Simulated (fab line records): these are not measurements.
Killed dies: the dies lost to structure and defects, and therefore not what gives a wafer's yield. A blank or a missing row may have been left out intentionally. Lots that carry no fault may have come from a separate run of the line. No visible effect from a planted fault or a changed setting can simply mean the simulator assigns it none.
Chamber matching :: flow nandHarc :: NHARC_P_ZERO_WELL_DESCUM_39 on rieDiel-03 has 4 sister chambers
The step chemistry O2, time 3 s. 27 wafers are shown with their chamber, then 12 later ones without.

EACH WAFER AND ITS CHAMBER
wafer: L074.1
chamber: 0
showerheadPlenumPTorr (Torr): 1.84
drypumpMotorCurrentA (A): 5.9
oesProductAu (a.u.): 0.994

wafer: L074.2
chamber: 3
showerheadPlenumPTorr (Torr): 2.04
drypumpMotorCurrentA (A): 5.9
oesProductAu (a.u.): 0.999

wafer: L074.5
chamber: 3
showerheadPlenumPTorr (Torr): 2.04
drypumpMotorCurrentA (A): 5.9
oesProductAu (a.u.): 0.996

wafer: L075.1
chamber: 0
showerheadPlenumPTorr (Torr): 1.84
drypumpMotorCurrentA (A): 5.9
oesProductAu (a.u.): 0.993

wafer: L075.4
chamber: 3
showerheadPlenumPTorr (Torr): 2.04
drypumpMotorCurrentA (A): 5.9
oesProductAu (a.u.): 0.991

wafer: L075.6
chamber: 0
showerheadPlenumPTorr (Torr): 1.84
drypumpMotorCurrentA (A): 5.9
oesProductAu (a.u.): 0.996

wafer: L077.1
chamber: 0
showerheadPlenumPTorr (Torr): 1.84
drypumpMotorCurrentA (A): 5.9
oesProductAu (a.u.): 1.000

wafer: L077.2
chamber: 3
showerheadPlenumPTorr (Torr): 2.03
drypumpMotorCurrentA (A): 5.9
oesProductAu (a.u.): 0.996

wafer: L077.3
chamber: 1
showerheadPlenumPTorr (Torr): 1.86
drypumpMotorCurrentA (A): 5.7
oesProductAu (a.u.): 1.008

wafer: L077.4
chamber: 2
showerheadPlenumPTorr (Torr): 2.03
drypumpMotorCurrentA (A): 5.4
oesProductAu (a.u.): 0.998

wafer: L077.5
chamber: 0
showerheadPlenumPTorr (Torr): 1.84
drypumpMotorCurrentA (A): 6.0
oesProductAu (a.u.): 0.997

wafer: L077.6
chamber: 1
showerheadPlenumPTorr (Torr): 1.86
drypumpMotorCurrentA (A): 5.7
oesProductAu (a.u.): 0.998

wafer: L079.2
chamber: 3
showerheadPlenumPTorr (Torr): 2.03
drypumpMotorCurrentA (A): 5.9
oesProductAu (a.u.): 1.002

wafer: L079.5
chamber: 3
showerheadPlenumPTorr (Torr): 2.03
drypumpMotorCurrentA (A): 5.9
oesProductAu (a.u.): 0.999

wafer: L079.6
chamber: 0
showerheadPlenumPTorr (Torr): 1.83
drypumpMotorCurrentA (A): 6.0
oesProductAu (a.u.): 1.004

wafer: L083.1
chamber: 0
showerheadPlenumPTorr (Torr): 1.83
drypumpMotorCurrentA (A): 5.9
oesProductAu (a.u.): 1.007

wafer: L083.2
chamber: 3
showerheadPlenumPTorr (Torr): 2.02
drypumpMotorCurrentA (A): 5.9
oesProductAu (a.u.): 0.988

wafer: L083.4
chamber: 3
showerheadPlenumPTorr (Torr): 2.02
drypumpMotorCurrentA (A): 5.9
oesProductAu (a.u.): 0.993

wafer: L083.3
chamber: 2
showerheadPlenumPTorr (Torr): 2.03
drypumpMotorCurrentA (A): 5.3
oesProductAu (a.u.): 1.006

wafer: L083.5
chamber: 0
showerheadPlenumPTorr (Torr): 1.83
drypumpMotorCurrentA (A): 6.0
oesProductAu (a.u.): 0.998

wafer: L083.6
chamber: 2
showerheadPlenumPTorr (Torr): 2.03
drypumpMotorCurrentA (A): 5.4
oesProductAu (a.u.): 1.010

wafer: L086.3
chamber: 1
showerheadPlenumPTorr (Torr): 1.85
drypumpMotorCurrentA (A): 5.7
oesProductAu (a.u.): 1.013

wafer: L086.4
chamber: 2
showerheadPlenumPTorr (Torr): 2.02
drypumpMotorCurrentA (A): 5.4
oesProductAu (a.u.): 1.003

wafer: L086.6
chamber: 2
showerheadPlenumPTorr (Torr): 2.02
drypumpMotorCurrentA (A): 5.3
oesProductAu (a.u.): 1.005

wafer: L086.1
chamber: 3
showerheadPlenumPTorr (Torr): 2.02
drypumpMotorCurrentA (A): 5.9
oesProductAu (a.u.): 0.999

wafer: L086.2
chamber: 0
showerheadPlenumPTorr (Torr): 1.83
drypumpMotorCurrentA (A): 5.9
oesProductAu (a.u.): 1.014

wafer: L086.5
chamber: 3
showerheadPlenumPTorr (Torr): 2.02
drypumpMotorCurrentA (A): 5.9
oesProductAu (a.u.): 0.994

SIGNATURES, as means of the wafers listed above
reading: showerheadPlenumPTorr
chamber 0: 1.8356
chamber 1: 1.8567
chamber 2: 2.0260
chamber 3: 2.0290
scatter within a chamber: 0.00691

reading: drypumpMotorCurrentA
chamber 0: 5.933
chamber 1: 5.700
chamber 2: 5.360
chamber 3: 5.900
scatter within a chamber: 0.0373

reading: oesProductAu
chamber 0: 1.00033
chamber 1: 1.00633
chamber 2: 1.00440
chamber 3: 0.99570
scatter within a chamber: 0.00564
Rule: distance of a wafer from a chamber = root of the sum over the readings of ((wafer's reading minus chamber's mean) / reading's scatter) squared. The wafer belongs to the nearest chamber; if the next one is less than 2 further off, it can't be placed. The scatter: take each reading less its chamber's mean, square it, sum over the shown wafers, divide by the number of wafers less the number of chambers, and take the root.

WAFERS MISSING THEIR CHAMBER
wafer: L090.2
showerheadPlenumPTorr (Torr): 1.84
drypumpMotorCurrentA (A): 5.7
oesProductAu (a.u.): 1.008

wafer: L090.5
showerheadPlenumPTorr (Torr): 1.84
drypumpMotorCurrentA (A): 5.7
oesProductAu (a.u.): 1.006

wafer: L090.6
showerheadPlenumPTorr (Torr): 2.02
drypumpMotorCurrentA (A): 5.4
oesProductAu (a.u.): 1.001

wafer: L093.4
showerheadPlenumPTorr (Torr): 1.84
drypumpMotorCurrentA (A): 5.7
oesProductAu (a.u.): 0.990

wafer: L093.5
showerheadPlenumPTorr (Torr): 2.02
drypumpMotorCurrentA (A): 5.4
oesProductAu (a.u.): 0.995

wafer: L093.6
showerheadPlenumPTorr (Torr): 2.01
drypumpMotorCurrentA (A): 5.9
oesProductAu (a.u.): 0.980

wafer: L096.1
showerheadPlenumPTorr (Torr): 2.01
drypumpMotorCurrentA (A): 5.9
oesProductAu (a.u.): 0.986

wafer: L096.4
showerheadPlenumPTorr (Torr): 2.01
drypumpMotorCurrentA (A): 5.4
oesProductAu (a.u.): 1.007

wafer: L096.6
showerheadPlenumPTorr (Torr): 2.01
drypumpMotorCurrentA (A): 5.9
oesProductAu (a.u.): 0.997

wafer: L097.3
showerheadPlenumPTorr (Torr): 1.84
drypumpMotorCurrentA (A): 5.7
oesProductAu (a.u.): 0.994

wafer: L097.4
showerheadPlenumPTorr (Torr): 2.01
drypumpMotorCurrentA (A): 5.9
oesProductAu (a.u.): 0.981

wafer: L097.6
showerheadPlenumPTorr (Torr): 2.01
drypumpMotorCurrentA (A): 5.9
oesProductAu (a.u.): 0.989

THE CHAMBER EACH PASSED THROUGH
wafer: L090.2
from the rows above: 1
in truth: 1

wafer: L090.5
from the rows above: 1
in truth: 1

wafer: L090.6
from the rows above: 2
in truth: 2

wafer: L093.4
from the rows above: 1
in truth: 1

wafer: L093.5
from the rows above: 2
in truth: 2

wafer: L093.6
from the rows above: 3
in truth: 3

wafer: L096.1
from the rows above: 3
in truth: 3

wafer: L096.4
from the rows above: 2
in truth: 2

wafer: L096.6
from the rows above: 3
in truth: 3

wafer: L097.3
from the rows above: 1
in truth: 1

wafer: L097.4
from the rows above: 3
in truth: 3

wafer: L097.6
from the rows above: 3
in truth: 3
12 of 12 placed correctly. From these rows, 0 cannot be placed. Number placed wrongly: 0.
